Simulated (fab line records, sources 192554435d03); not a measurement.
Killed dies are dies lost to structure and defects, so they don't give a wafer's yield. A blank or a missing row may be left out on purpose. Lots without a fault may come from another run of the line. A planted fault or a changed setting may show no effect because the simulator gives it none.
Chamber matching | flow n5_finfet | N5_BEOL_M8_STRIP_19 on rie_diel-02: 4 sister chambers
The step strips in O2. 14 wafers are shown with their chamber, then 7 later ones without.

WAFERS WITH THEIR CHAMBER
wafer  | chamber | showerhead_plenum_p_Torr (Torr) | drypump_motor_current_A (A) | throttle_valve_pct (%)
L075.2 | 1       | 2.21                            | 6.5                         | 16.22
L075.3 | 2       | 2.10                            | 5.7                         | 16.61
L075.5 | 3       | 2.24                            | 6.0                         | 16.75
L077.1 | 0       | 2.15                            | 6.3                         | 16.43
L077.2 | 2       | 2.10                            | 5.6                         | 16.61
L077.5 | 0       | 2.15                            | 6.3                         | 16.41
L083.1 | 1       | 2.21                            | 6.5                         | 16.26
L083.3 | 3       | 2.23                            | 6.0                         | 16.78
L083.4 | 0       | 2.14                            | 6.3                         | 16.44
L086.3 | 3       | 2.23                            | 6.0                         | 16.79
L086.4 | 2       | 2.10                            | 5.6                         | 16.63
L086.5 | 2       | 2.10                            | 5.6                         | 16.64
L085.1 | 1       | 2.21                            | 6.5                         | 16.27
L085.3 | 0       | 2.14                            | 6.2                         | 16.46

SIGNATURES (means of the wafers above)
reading                  | chamber 0 | chamber 1 | chamber 2 | chamber 3 | scatter within a chamber
showerhead_plenum_p_Torr | 2.1450    | 2.2100    | 2.1000    | 2.2333    | 0.00408
drypump_motor_current_A  | 6.275     | 6.500     | 5.625     | 6.000     | 0.0387
throttle_valve_pct       | 16.4350   | 16.2500   | 16.6225   | 16.7733   | 0.0206
Rule: a wafer's distance from a chamber is the root of the sum, over the readings, of the square of ((its reading less the chamber's mean) divided by the reading's scatter). The wafer belongs to the nearest chamber; if the next one is less than 2 further off, it can't be placed. The scatter: the root of (the sum of the squares of (reading less its chamber's mean) over the shown wafers, divided by (wafers less chambers)).

WAFERS WITHOUT THEIR CHAMBER
wafer  | showerhead_plenum_p_Torr (Torr) | drypump_motor_current_A (A) | throttle_valve_pct (%)
L085.6 | 2.10                            | 5.7                         | 16.64
L089.1 | 2.20                            | 6.5                         | 16.28
L089.3 | 2.14                            | 6.2                         | 16.46
L089.5 | 2.20                            | 6.5                         | 16.29
L096.2 | 2.20                            | 6.5                         | 16.32
L096.4 | 2.14                            | 6.3                         | 15.94
L096.6 | 2.23                            | 6.0                         | 16.82

WHICH CHAMBER EACH WENT THROUGH
wafer  | from the rows above     | in truth
L085.6 | 2                       | 2
L089.1 | 1                       | 1
L089.3 | 0                       | 0
L089.5 | 1                       | 1
L096.2 | 1                       | 1
L096.4 | can't be placed: 1 or 0 | 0
L096.6 | 3                       | 3
Placed correctly: 6 of 7. Can't be placed from these rows: 1 (the true chamber is among the candidates in 1). Placed wrongly: 0.
